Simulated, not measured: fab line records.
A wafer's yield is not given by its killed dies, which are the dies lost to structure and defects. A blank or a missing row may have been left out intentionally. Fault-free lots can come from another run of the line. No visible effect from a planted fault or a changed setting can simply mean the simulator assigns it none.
Split-lot trial + flow n5_finfet + 7 lots, 39 wafers read, on a route of 1938 steps

THE SPLIT ITSELF
At N5_PASSIVATION_PECVD_35 (deposits SiNx from SiH4/NH3/N2, target thk 700 nm, time 151.3 s), the setting time_s was moved away from the recipe's 151.3 s on 18 of the 39 wafers read, by -54.8% to +59.2%. For the rest of the wafers, this setting stayed at what the recipe calls for.

The split's own step is where the reading is taken.

THE READING
SiNx_of_PASSIVATION_PECVD_35.thk_nm (the simulator's own value, which no gauge read), in nm, at N5_PASSIVATION_PECVD_35 (deposits SiNx from SiH4/NH3/N2, target thk 700 nm, time 151.3 s). The file gives no usual value for it. The 21 wafers here that ran the recipe average 699.2 nm, standard deviation 8.9 nm.

| wafer  | tool, chamber at the split | time_s as run, s | against the recipe | SiNx_of_PASSIVATION_PECVD_35.thk_nm, nm | against lot-mates on the recipe |
|--------|----------------------------|------------------|--------------------|-----------------------------------------|---------------------------------|
| L074.1 | pecvd-03, 2                | 151.3            | recipe             | 698.6                                   | -                               |
| L074.2 | pecvd-03, 0                | 175.3            | +15.9%             | 812.6                                   | +109.3                          |
| L074.3 | pecvd-03, 1                | 151.3            | recipe             | 699.8                                   | -                               |
| L074.4 | pecvd-03, 0                | 175.3            | +15.9%             | 822.4                                   | +119.1                          |
| L074.5 | pecvd-03, 1                | 175.3            | +15.9%             | 816.6                                   | +113.3                          |
| L074.6 | pecvd-03, 2                | 151.3            | recipe             | 711.6                                   | -                               |
| L082.1 | pecvd-04, 0                | 68.43            | -54.8%             | 316.2                                   | -382.2                          |
| L082.2 | pecvd-04, 2                | 151.3            | recipe             | 696                                     | -                               |
| L082.3 | pecvd-04, 1                | 151.3            | recipe             | 683.4                                   | -                               |
| L082.4 | pecvd-04, 0                | 151.3            | recipe             | 715.8                                   | -                               |
| L082.5 | pecvd-04, 1                | 68.43            | -54.8%             | 309.4                                   | -389.0                          |
| L082.6 | pecvd-04, 2                | 68.43            | -54.8%             | 311.2                                   | -387.2                          |
| L085.1 | pecvd-02, 2                | 151.3            | recipe             | 695                                     | -                               |
| L085.2 | pecvd-02, 1                | 151.3            | recipe             | 694.2                                   | -                               |
| L085.3 | pecvd-02, 0                | 201.2            | +33.0%             | 923.4                                   | +223.3                          |
| L085.4 | pecvd-02, 0                | 201.2            | +33.0%             | 937.2                                   | +237.1                          |
| L085.5 | pecvd-02, 2                | 151.3            | recipe             | 711                                     | -                               |
| L085.6 | pecvd-02, 1                | 201.2            | +33.0%             | 937                                     | +236.9                          |
| L091.1 | pecvd-02, 1                | 151.3            | recipe             | 695.6                                   | -                               |
| L091.2 | pecvd-02, 2                | 240.9            | +59.2%             | 1111                                    | +407.6                          |
| L091.3 | pecvd-02, 0                | 240.9            | +59.2%             | 1112                                    | +408.6                          |
| L091.4 | pecvd-02, 2                | 240.9            | +59.2%             | 1132                                    | +428.6                          |
| L091.5 | pecvd-02, 1                | 151.3            | recipe             | 709.2                                   | -                               |
| L091.6 | pecvd-02, 0                | 151.3            | recipe             | 705.4                                   | -                               |
| L090.1 | pecvd-03, 2                | 103              | -31.9%             | 470.4                                   | -222.9                          |
| L090.2 | pecvd-03, 1                | 151.3            | recipe             | 687.2                                   | -                               |
| L090.3 | pecvd-03, 0                | 103              | -31.9%             | 482.4                                   | -210.9                          |
| L090.4 | pecvd-03, 1                | 151.3            | recipe             | 696.4                                   | -                               |
| L090.5 | pecvd-03, 2                | 151.3            | recipe             | 696.2                                   | -                               |
| L090.6 | pecvd-03, 0                | 103              | -31.9%             | 487.2                                   | -206.1                          |
| L092.1 | pecvd-03, 0                | 186.2            | +23.1%             | 860.8                                   | +164.5                          |
| L092.2 | pecvd-03, 1                | 151.3            | recipe             | 686.4                                   | -                               |
| L092.3 | pecvd-03, 2                | 186.2            | +23.1%             | 845.6                                   | +149.3                          |
| L092.4 | pecvd-03, 0                | 151.3            | recipe             | 711.2                                   | -                               |
| L092.5 | pecvd-03, 1                | 151.3            | recipe             | 691.2                                   | -                               |
| L092.6 | pecvd-03, 2                | 186.2            | +23.1%             | 862.2                                   | +165.9                          |
| L096.2 | pecvd-03, 0                | 151.3            | recipe             | 697.6                                   | -                               |
| L096.3 | pecvd-03, 1                | 151.3            | recipe             | 693.8                                   | -                               |
| L096.5 | pecvd-03, 2                | 151.3            | recipe             | 708                                     | -                               |

THE FIT
A straight line over all 39 wafers: SiNx_of_PASSIVATION_PECVD_35.thk_nm changes by +7.04 nm for each +1% of time_s; r = +1.00; the points scatter about the line by 8.7 nm.
The same after taking each lot's own level away (the mean of its wafers on the recipe; 39 wafers): +6.99 nm for each +1%; r = +1.00; scatter 8.3 nm.
That fit puts the effect of the largest move of time_s on the reading at 4.1e+02 nm.
The span of the lots' own levels, 693.27 to 703.40 nm, comes to 1.1 times the standard deviation stated above.
Consequently the slope shifts little with the lot-to-lot level, the two slopes agreeing.
Check: with one of the wafers moved furthest among these (+59.2%) left out of the fit, the line predicts +416 nm for it against its lot-mates. Against them it came out at +408 nm.

OTHER SPLITS ON THESE WAFERS
Other splits were also applied to these wafers ahead of the reading. Each is held against what the fit with the lots' levels taken away leaves over:
| other split on the same wafers            | wafers away from the commonest value | r with SiNx_of_PASSIVATION_PECVD_35.thk_nm (lot level and that fit taken away) |
|-------------------------------------------|--------------------------------------|--------------------------------------------------------------------------------|
| N5_BEOL_M13_ETCH_59 time_s                | 18                                   | -0.14                                                                          |
| N5_BEOL_M15_TRENCH_ETCH_34 target_depth_a | 15                                   | +0.17                                                                          |

FILE'S OWN FIT
SiNx_of_PASSIVATION_PECVD_35.thk_nm changes by +6.99 nm for each +1% of time_s, r = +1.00.
